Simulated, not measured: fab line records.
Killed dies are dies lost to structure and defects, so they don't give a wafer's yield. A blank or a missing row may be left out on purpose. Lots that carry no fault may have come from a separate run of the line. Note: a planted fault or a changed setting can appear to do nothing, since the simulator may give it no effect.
Chamber matching | flow n5Finfet | pecvd-03 running N5_BEOL_M7_ILD_DEP_00: 3 sister chambers
The step deposits SiCOH lowk from DEMS/porogen, target thk 179.75 nm, time 33.4 s. 3 wafers are shown with their chamber, then 7 later ones without.

== WAFERS WITH THEIR CHAMBER ==
wafer  | chamber | throttleValvePct (%)
L078.4 | 0       | 13.8
L089.4 | 2       | 13.6
L089.5 | 1       | 14.7

== WAFERS WITHOUT THEIR CHAMBER ==
wafer  | throttleValvePct (%)
L089.6 | 13.6
L094.1 | 13.8
L094.4 | 14.6
L094.6 | 13.7
L095.1 | 13.8
L095.3 | 13.4
L095.4 | 14.9

== WHICH CHAMBER EACH WENT THROUGH ==
wafer  | from the rows above     | in truth
L089.6 | can't be placed: 2 or 0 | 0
L094.1 | can't be placed: 0 or 2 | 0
L094.4 | 1                       | 1
L094.6 | can't be placed: 2 or 0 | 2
L095.1 | can't be placed: 0 or 2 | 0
L095.3 | can't be placed: 2 or 0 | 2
L095.4 | 1                       | 1
Correct placement for 2 of the 7. These rows do not allow placing 5 (true chamber among the candidates in 5). Number placed wrongly: 0.
How it was worked out, from the rows above alone: a wafer's distance from a chamber is the root of the sum, over the readings, of the square of ((its reading less the chamber's mean) divided by the reading's scatter). The wafer belongs to the nearest chamber; if the next one is less than 2 further off, it can't be placed. The mean given for a chamber averages the wafers shown for that chamber. The scatter (one wafer shown for each chamber): square how far every hidden wafer sits from the nearest shown wafer, average those squares and take the square root.
